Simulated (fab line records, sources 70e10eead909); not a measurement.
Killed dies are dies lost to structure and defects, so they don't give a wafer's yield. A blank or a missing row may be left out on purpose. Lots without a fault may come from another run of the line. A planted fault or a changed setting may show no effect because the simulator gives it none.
Chamber matching | flow nand_harc | NHARC_A_CONTACT_DESCUM_47 on rie_diel-11: 4 sister chambers
The step chemistry O2, time 3 s. 8 wafers are shown with their chamber, then 7 later ones without.

WAFERS WITH THEIR CHAMBER
wafer  | chamber | drypump_motor_current_A (A) | showerhead_plenum_p_Torr (Torr)
L080.2 | 3       | 5.7                         | 1.97
L088.2 | 0       | 5.3                         | 2.08
L088.4 | 3       | 5.7                         | 1.97
L091.2 | 2       | 5.8                         | 2.06
L091.3 | 1       | 5.7                         | 1.83
L091.4 | 2       | 5.8                         | 2.06
L092.3 | 0       | 5.3                         | 2.07
L092.4 | 1       | 5.8                         | 1.82

WAFERS WITHOUT THEIR CHAMBER
wafer  | drypump_motor_current_A (A) | showerhead_plenum_p_Torr (Torr)
L092.6 | 5.7                         | 1.82
L094.2 | 5.7                         | 1.96
L094.5 | 5.3                         | 2.07
L094.6 | 5.8                         | 1.82
L096.2 | 5.7                         | 1.82
L096.5 | 5.3                         | 2.07
L096.6 | 5.7                         | 1.82

WHICH CHAMBER EACH WENT THROUGH
wafer  | from the rows above | in truth
L092.6 | 1                   | 1
L094.2 | 3                   | 3
L094.5 | 0                   | 0
L094.6 | 1                   | 1
L096.2 | 1                   | 1
L096.5 | 0                   | 0
L096.6 | 1                   | 1
Placed correctly: 7 of 7. Can't be placed from these rows: 0. Placed wrongly: 0.
How it was worked out, from the rows above alone: a wafer's distance from a chamber is the root of the sum, over the readings, of the square of ((its reading less the chamber's mean) divided by the reading's scatter). The wafer belongs to the nearest chamber; if the next one is less than 2 further off, it can't be placed. A chamber's mean is the mean of its shown wafers. The scatter: the root of (the sum of the squares of (reading less its chamber's mean) over the shown wafers, divided by (wafers less chambers)).
